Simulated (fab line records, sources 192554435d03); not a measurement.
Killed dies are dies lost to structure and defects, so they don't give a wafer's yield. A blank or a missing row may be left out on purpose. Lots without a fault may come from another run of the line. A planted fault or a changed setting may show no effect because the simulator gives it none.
Chamber matching | flow n5_finfet | N5_BEOL_M10_CURE_71 on uv_cure-03: 3 sister chambers
The step cures SiCOH lowk, time 240 s. 16 wafers are shown with their chamber, then 8 later ones without.

WAFERS WITH THEIR CHAMBER
wafer  | chamber | wafer_temp_C_max | lamp_power_pct (%)
L077.1 | 1       | 386.6            | 52.43
L077.4 | 1       | 387.4            | 52.36
L077.5 | 1       | 387.2            | 52.34
L078.1 | 0       | 386.3            | 52.36
L078.2 | 0       | 386.3            | 52.30
L078.3 | 0       | 385.7            | 52.36
L083.1 | 0       | 386.4            | 52.33
L083.4 | 0       | 386.4            | 52.25
L083.5 | 0       | 386.1            | 52.32
L087.1 | 2       | 387.3            | 52.35
L087.4 | 2       | 387.2            | 52.31
L087.6 | 2       | 387.3            | 52.28
L089.2 | 1       | 386.9            | 52.30
L089.4 | 1       | 387.4            | 52.28
L089.6 | 1       | 387.3            | 52.23
L091.1 | 1       | 387.2            | 52.33

SIGNATURES (means of the wafers above)
reading          | chamber 0 | chamber 1 | chamber 2 | scatter within a chamber
wafer_temp_C_max | 386.200   | 387.143   | 387.267   | 0.261
lamp_power_pct   | 52.3200   | 52.3243   | 52.3133   | 0.0521
Rule: a wafer's distance from a chamber is the root of the sum, over the readings, of the square of ((its reading less the chamber's mean) divided by the reading's scatter). The wafer belongs to the nearest chamber; if the next one is less than 2 further off, it can't be placed. The scatter: the root of (the sum of the squares of (reading less its chamber's mean) over the shown wafers, divided by (wafers less chambers)).

WAFERS WITHOUT THEIR CHAMBER
wafer  | wafer_temp_C_max | lamp_power_pct (%)
L091.3 | 386.6            | 52.23
L091.6 | 386.6            | 52.34
L095.1 | 386.6            | 52.28
L095.3 | 387.3            | 52.37
L095.6 | 386.3            | 52.25
L097.1 | 387.9            | 52.36
L097.2 | 386.7            | 52.34
L097.3 | 387.5            | 52.42

WHICH CHAMBER EACH WENT THROUGH
wafer  | from the rows above          | in truth
L091.3 | can't be placed: 0 or 1 or 2 | 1
L091.6 | can't be placed: 0 or 1 or 2 | 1
L095.1 | can't be placed: 0 or 1 or 2 | 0
L095.3 | can't be placed: 1 or 2      | 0
L095.6 | 0                            | 0
L097.1 | can't be placed: 2 or 1      | 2
L097.2 | can't be placed: 1 or 0 or 2 | 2
L097.3 | can't be placed: 2 or 1      | 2
Placed correctly: 1 of 8. Can't be placed from these rows: 7 (the true chamber is among the candidates in 6). Placed wrongly: 0.
